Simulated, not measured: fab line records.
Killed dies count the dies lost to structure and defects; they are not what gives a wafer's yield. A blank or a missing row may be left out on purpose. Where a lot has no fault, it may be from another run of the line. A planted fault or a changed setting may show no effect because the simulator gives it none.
Lot-split experiment || flow n5Finfet || 21 wafers read from 7 lots, route of 1938 steps

== THE SPLIT ITSELF ==
At N5_FIN_SAQP_COAT_68 (time 60 s, resist thk 100 nm), the setting spinRpm was moved away from the recipe's 1500 rpm on 11 of the 21 wafers read, by -9.5% to +9.5%. This setting was run at the recipe's value on the other wafers.

The reading is taken at the split's own step.

== THE READING ==
SOC_of_FIN_SAQP_COAT_68.thkNm (the simulator's own value, which no gauge read), in nm, at N5_FIN_SAQP_COAT_68 (time 60 s, resist thk 100 nm). No usual value for it is given in the file. Average 99.9 nm, standard deviation 0.27 nm, over the 10 wafers here run with the recipe.

{"wafer": "L074.3", "tool, chamber at the split": "lithoTrack-04, 0", "spinRpm as run, rpm": 1500, "against the recipe": "recipe", "SOC_of_FIN_SAQP_COAT_68.thkNm, nm": 99.6, "against lot-mates on the recipe": "-"}
{"wafer": "L074.4", "tool, chamber at the split": "lithoTrack-04, 0", "spinRpm as run, rpm": 1500, "against the recipe": "recipe", "SOC_of_FIN_SAQP_COAT_68.thkNm, nm": 99.8, "against lot-mates on the recipe": "-"}
{"wafer": "L074.5", "tool, chamber at the split": "lithoTrack-04, 0", "spinRpm as run, rpm": 1500, "against the recipe": "recipe", "SOC_of_FIN_SAQP_COAT_68.thkNm, nm": 100, "against lot-mates on the recipe": "-"}
{"wafer": "L075.1", "tool, chamber at the split": "lithoTrack-04, 0", "spinRpm as run, rpm": 1442, "against the recipe": "-3.9%", "SOC_of_FIN_SAQP_COAT_68.thkNm, nm": 102, "against lot-mates on the recipe": "+2.2"}
{"wafer": "L075.3", "tool, chamber at the split": "lithoTrack-04, 0", "spinRpm as run, rpm": 1442, "against the recipe": "-3.9%", "SOC_of_FIN_SAQP_COAT_68.thkNm, nm": 102, "against lot-mates on the recipe": "+2.2"}
{"wafer": "L075.2", "tool, chamber at the split": "lithoTrack-04, 0", "spinRpm as run, rpm": 1500, "against the recipe": "recipe", "SOC_of_FIN_SAQP_COAT_68.thkNm, nm": 99.8, "against lot-mates on the recipe": "-"}
{"wafer": "L082.2", "tool, chamber at the split": "lithoTrack-04, 0", "spinRpm as run, rpm": 1500, "against the recipe": "recipe", "SOC_of_FIN_SAQP_COAT_68.thkNm, nm": 100, "against lot-mates on the recipe": "-"}
{"wafer": "L082.4", "tool, chamber at the split": "lithoTrack-04, 0", "spinRpm as run, rpm": 1500, "against the recipe": "recipe", "SOC_of_FIN_SAQP_COAT_68.thkNm, nm": 100, "against lot-mates on the recipe": "-"}
{"wafer": "L082.6", "tool, chamber at the split": "lithoTrack-04, 0", "spinRpm as run, rpm": 1643, "against the recipe": "+9.5%", "SOC_of_FIN_SAQP_COAT_68.thkNm, nm": 95.2, "against lot-mates on the recipe": -4.8}
{"wafer": "L089.1", "tool, chamber at the split": "lithoTrack-01, 0", "spinRpm as run, rpm": 1558, "against the recipe": "+3.9%", "SOC_of_FIN_SAQP_COAT_68.thkNm, nm": 98.2, "against lot-mates on the recipe": "no lot-mate on the recipe"}
{"wafer": "L089.4", "tool, chamber at the split": "lithoTrack-01, 0", "spinRpm as run, rpm": 1558, "against the recipe": "+3.9%", "SOC_of_FIN_SAQP_COAT_68.thkNm, nm": 98.2, "against lot-mates on the recipe": "no lot-mate on the recipe"}
{"wafer": "L089.3", "tool, chamber at the split": "lithoTrack-01, 0", "spinRpm as run, rpm": 1558, "against the recipe": "+3.9%", "SOC_of_FIN_SAQP_COAT_68.thkNm, nm": 98, "against lot-mates on the recipe": "no lot-mate on the recipe"}
{"wafer": "L093.3", "tool, chamber at the split": "lithoTrack-03, 0", "spinRpm as run, rpm": 1437, "against the recipe": "-4.2%", "SOC_of_FIN_SAQP_COAT_68.thkNm, nm": 102.6, "against lot-mates on the recipe": "+2.2"}
{"wafer": "L093.4", "tool, chamber at the split": "lithoTrack-03, 0", "spinRpm as run, rpm": 1437, "against the recipe": "-4.2%", "SOC_of_FIN_SAQP_COAT_68.thkNm, nm": 102.4, "against lot-mates on the recipe": "+2.0"}
{"wafer": "L093.6", "tool, chamber at the split": "lithoTrack-03, 0", "spinRpm as run, rpm": 1500, "against the recipe": "recipe", "SOC_of_FIN_SAQP_COAT_68.thkNm, nm": 100.4, "against lot-mates on the recipe": "-"}
{"wafer": "L094.2", "tool, chamber at the split": "lithoTrack-01, 0", "spinRpm as run, rpm": 1500, "against the recipe": "recipe", "SOC_of_FIN_SAQP_COAT_68.thkNm, nm": 99.6, "against lot-mates on the recipe": "-"}
{"wafer": "L094.3", "tool, chamber at the split": "lithoTrack-01, 0", "spinRpm as run, rpm": 1500, "against the recipe": "recipe", "SOC_of_FIN_SAQP_COAT_68.thkNm, nm": 99.8, "against lot-mates on the recipe": "-"}
{"wafer": "L094.4", "tool, chamber at the split": "lithoTrack-01, 0", "spinRpm as run, rpm": 1374, "against the recipe": "-8.4%", "SOC_of_FIN_SAQP_COAT_68.thkNm, nm": 104.2, "against lot-mates on the recipe": "+4.5"}
{"wafer": "L096.2", "tool, chamber at the split": "lithoTrack-04, 0", "spinRpm as run, rpm": 1500, "against the recipe": "recipe", "SOC_of_FIN_SAQP_COAT_68.thkNm, nm": 100.4, "against lot-mates on the recipe": "-"}
{"wafer": "L096.4", "tool, chamber at the split": "lithoTrack-04, 0", "spinRpm as run, rpm": 1358, "against the recipe": "-9.5%", "SOC_of_FIN_SAQP_COAT_68.thkNm, nm": 105.8, "against lot-mates on the recipe": "+5.4"}
{"wafer": "L096.5", "tool, chamber at the split": "lithoTrack-04, 0", "spinRpm as run, rpm": 1358, "against the recipe": "-9.5%", "SOC_of_FIN_SAQP_COAT_68.thkNm, nm": 105.6, "against lot-mates on the recipe": "+5.2"}

THE FIT
A straight line over all 21 wafers: SOC_of_FIN_SAQP_COAT_68.thkNm changes by -0.545 nm for each +1% of spinRpm; r = -0.99; the points scatter about the line by 0.32 nm.
The same after taking each lot's own level away (the mean of its wafers on the recipe; 18 wafers): -0.535 nm for each +1%; r = -1.00; scatter 0.16 nm.
The reading moves by 5.1 nm for the largest change in spinRpm, on that fit.
Measured against the standard deviation above, the lots' own levels, which go from 99.70 to 100.40 nm, span 2.6 times it.
So the lot-to-lot level changes the slope little: the two slopes agree.
Check: -5.26 nm against its lot-mates is what the line predicts for one of the wafers moved furthest among these (+9.5%) when that wafer is left out of the fit. It came out at -4.8 nm against them.

== FURTHER SPLITS ON THESE WAFERS ==
These wafers also went through other splits before the reading. Each is held against what the fit with the lots' levels taken away leaves over:
{"other split on the same wafers": "N5_ZERO_LAYER_COAT_05 spinRpm", "wafers away from the commonest value": 9, "r with SOC_of_FIN_SAQP_COAT_68.thkNm (lot level and that fit taken away)": "+0.26"}
{"other split on the same wafers": "N5_ZERO_LAYER_DEVELOP_10 developTimeS", "wafers away from the commonest value": 7, "r with SOC_of_FIN_SAQP_COAT_68.thkNm (lot level and that fit taken away)": -0.49}
{"other split on the same wafers": "N5_FIN_SAQP_ALD_61 tempC", "wafers away from the commonest value": 7, "r with SOC_of_FIN_SAQP_COAT_68.thkNm (lot level and that fit taken away)": "+0.13"}
{"other split on the same wafers": "N5_FIN_SAQP_COAT_49 spinRpm", "wafers away from the commonest value": 9, "r with SOC_of_FIN_SAQP_COAT_68.thkNm (lot level and that fit taken away)": -0.29}

== FILE'S OWN FIT ==
SOC_of_FIN_SAQP_COAT_68.thkNm changes by -0.533 nm for each +1% of spinRpm, r = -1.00.
